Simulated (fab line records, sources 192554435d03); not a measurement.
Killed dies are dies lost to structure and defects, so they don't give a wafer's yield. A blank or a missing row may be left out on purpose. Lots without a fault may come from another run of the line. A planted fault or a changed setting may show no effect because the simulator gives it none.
Which tool did it? | flow n5_finfet | 8 lots, 23 wafers sampled, at 5 steps of a route of 1938

WHAT THE GAUGES READ, wafer by wafer
N5_FIN_CUT_INSPECT_10: inspects for defects (brightfield).
lot  | measured    | on                | raw_defect_count
L566 | day 2 15:49 | defect_inspect-02 | 39 43
L568 | day 3 03:48 | defect_inspect-02 | 56 28 58
L572 | day 4 04:51 | defect_inspect-01 | 40 45 35
L573 | day 4 08:51 | defect_inspect-02 | 24 23 32
L574 | day 4 14:58 | defect_inspect-01 | 24 27 38
L581 | day 6 10:59 | defect_inspect-02 | 38 375 26
L583 | day 6 22:10 | defect_inspect-01 | 40 426 34
L586 | day 7 16:23 | defect_inspect-02 | 42 51 34

WHICH TOOL RAN EACH LOT (tool, then ch and the chambers of the sampled wafers, then the start)
lot  | N5_FIN_SAQP_ETCH_69               | N5_FIN_SAQP_RECESS_71             | N5_FIN_SAQP_HM_CD_35   | N5_FIN_SAQP_FIN_ETCH_36
L566 | rie_diel-05 ch 0,2, day 2 13:17   | vapor_etch-01 ch 0, day 2 13:30   | cd_sem-03, day 2 14:59 | rie_si-03 ch 1,2, day 2 15:03
L568 | rie_diel-05 ch 1,2, day 3 01:43   | vapor_etch-02 ch 0,1, day 3 01:53 | cd_sem-03, day 3 02:58 | rie_si-03 ch 0,1,2, day 3 03:02
L572 | rie_diel-05 ch 1,2, day 4 03:00   | vapor_etch-02 ch 0,1, day 4 03:10 | cd_sem-02, day 4 04:08 | rie_si-03 ch 2,3, day 4 04:12
L573 | rie_diel-05 ch 0,2,3, day 4 06:54 | vapor_etch-02 ch 0,1, day 4 07:04 | cd_sem-02, day 4 08:08 | rie_si-06 ch 0,1,3, day 4 08:12
L574 | rie_diel-01 ch 1,2, day 4 13:02   | vapor_etch-02 ch 0,1, day 4 13:12 | cd_sem-01, day 4 14:14 | rie_si-06 ch 0,3, day 4 14:18
L581 | rie_diel-05 ch 0,1, day 6 08:58   | vapor_etch-02 ch 0,1, day 6 09:07 | cd_sem-01, day 6 10:08 | rie_si-05 ch 1,2,3, day 6 10:13
L583 | rie_diel-05 ch 0,3, day 6 20:14   | vapor_etch-01 ch 0,1, day 6 20:26 | cd_sem-01, day 6 21:20 | rie_si-05 ch 0,1,2, day 6 21:24
L586 | rie_diel-01 ch 1,2,3, day 7 14:28 | vapor_etch-01 ch 0,1, day 7 14:38 | cd_sem-02, day 7 15:34 | rie_si-06 ch 0,1,2, day 7 15:38
- N5_FIN_SAQP_ETCH_69: etches SOC in N2/H2, stops on SiNx, target depth 150 nm.
- N5_FIN_SAQP_RECESS_71: chemistry HF/NH3, target SiO2, target depth 3 nm, afs cycles 1, sublimation time 60 s.
- N5_FIN_SAQP_HM_CD_35: target cd 8 nm.
- N5_FIN_SAQP_FIN_ETCH_36: etches the open film in HBr/Cl2/O2, target depth 120 nm, time 50.4 s.

THE ANSWER, worked out from the rows above alone
Rule: what is usual is taken from the lots themselves. Put in order of their means at a reading, lots are off if they are a third of the lots or fewer, leave a main group of 4 or more, and stand apart from it by a gap of 3 or more times the standard deviation of the main group's means; of several such gaps the widest counts. A main group whose means are all the same, to the digits that the tables above print for the reading, isn't used. A lot without any number at a reading at which 4 lots or more have one is off too. The other lots that the step has rows for count as sound.
Off: L581, L583, at N5_FIN_CUT_INSPECT_10 (raw_defect_count). The main group: mean 38, standard deviation 7.4.
A tool fits if, at a process step before that reading, it ran every lot that is off, and no sound lot after the first of them. The gauges at N5_FIN_CUT_INSPECT_10 are tried like those tools. Can't be told from this: 3 tools fit, rie_diel-05 at N5_FIN_SAQP_ETCH_69, cd_sem-01 at N5_FIN_SAQP_HM_CD_35, rie_si-05 at N5_FIN_SAQP_FIN_ETCH_36.

WHAT THE SIMULATOR HAD PUT IN
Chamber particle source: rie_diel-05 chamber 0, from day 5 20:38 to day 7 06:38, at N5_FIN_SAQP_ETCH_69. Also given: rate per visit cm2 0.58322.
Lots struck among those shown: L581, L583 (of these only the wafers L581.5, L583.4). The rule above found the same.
